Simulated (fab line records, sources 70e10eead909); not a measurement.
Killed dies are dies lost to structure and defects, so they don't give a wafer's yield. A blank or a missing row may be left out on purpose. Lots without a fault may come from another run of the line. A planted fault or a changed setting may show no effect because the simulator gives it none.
Problem report in the 8D (eight disciplines) form, filled by code | flow nand_harc | the parts of the form that need people (team, actions taken, sign-off) are left out

1. THE PROBLEM
thk_nm at NHARC_A_ONON_D1_THK_MEAS_34 reads a mean of 220 nm on 2 wafers of 2 lots; wafers without a fault read 200 nm with a standard deviation of 3.5. That is +5.9 standard deviations from the usual mean.
The step: measures by ellipsometry.
First seen on wafer L700.1, day 9 18:26, on film_metro-02. The record holds 39 wafers of 13 lots with a number at this step. Rule for "out", or "out of limits": more than 4 standard deviations from the usual mean. The other wafers with a number count as sound.

2. WHAT IT IS AND WHAT IT IS NOT
question                    | is                           | is not
which readings at this step | thk_nm                       | -
which lots                  | L700, L701                   | L697, L698, L707, L709, L711, L712, L714, L715, L717, L718, L719
which wafers of those lots  | L700.1, L701.4               | L700.3, L700.6, L701.3, L701.6
read on which gauges        | film_metro-01, film_metro-02 | -
when                        | from day 9 18:26             | up to then (8 sound wafers); but 29 sound wafers of L701, L707, L709, L711, L712, L714, L715, L717, L718, L719 came after

3. SUSPECTS, AND WHAT RULES EACH OUT
Counting: a tool at a process step up to the reading stays a suspect if it ran every lot that is out. Sound lots after the first of them don't rule it out here, since some wafers of a struck lot are sound.
- the gauge at NHARC_A_ONON_D1_THK_MEAS_34: ruled out. The wafers that are out were read on 2 gauges (film_metro-01, film_metro-02).
- pecvd-02 at NHARC_A_ONON_D1_DEP_33 (deposits SiO2, target thk 200 nm): kept. It ran every lot that is out, first L700 (day 9 18:02); its last sound lot up to then is L698 (day 8 18:23). Its own readings are out on those wafers: rf_fwd_power_W.
- Within pecvd-02 at NHARC_A_ONON_D1_DEP_33: the wafers that are out ran in chamber 1; their sound lot-mates ran in chambers 0, 2.
Left after counting: pecvd-02 at NHARC_A_ONON_D1_DEP_33.

4. THE CAUSE (what the simulator had put in)
Process parameter drift: pecvd-02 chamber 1, from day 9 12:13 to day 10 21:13, at NHARC_A_ONON_D1_DEP_33. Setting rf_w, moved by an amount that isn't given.
Counting left only this tool.

5. THE CHAIN OF EFFECTS, in route order
Each row: a reading whose mean over the struck wafers that have a number lies more than 3 standard deviations from the usual. Only readings for which the record gives a usual standard deviation are gone through. hours: the time from each lot's start at the first step in this table that gives one to its start at this step, as a median over the lots. sigmas: the change in usual standard deviations.
hours | step                        | reading        | usual   | on struck wafers | change | sigmas
0     | NHARC_A_ONON_D1_DEP_33      | rf_fwd_power_W | 898.3 W | 1258.5           | +360.2 | +99 or more
0     | NHARC_A_ONON_D1_THK_MEAS_34 | thk_nm         | 200 nm  | 220              | +20    | +5.9
The process steps in it:
- NHARC_A_ONON_D1_DEP_33: deposits SiO2, target thk 200 nm.
Later measuring or inspecting steps at which every struck wafer that the step has a row for has a number for every such reading, and none has moved that far: NHARC_END_SORT_01.

6. WHAT WOULD HAVE CAUGHT IT SOONER
In this record the first reading out of limits at a measuring or inspecting step was taken at day 9 18:26, 6 hours after the fault began at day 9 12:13.
The tool's own readings at NHARC_A_ONON_D1_DEP_33 were out on every struck wafer that the step has a row for (rf_fwd_power_W): an alarm limit on them would have fired on the first of those.
Of the lots that are out (2), L701 began NHARC_A_ONON_D1_DEP_33 on pecvd-02 after day 9 18:26. A hold on the tool at that time would have spared it.
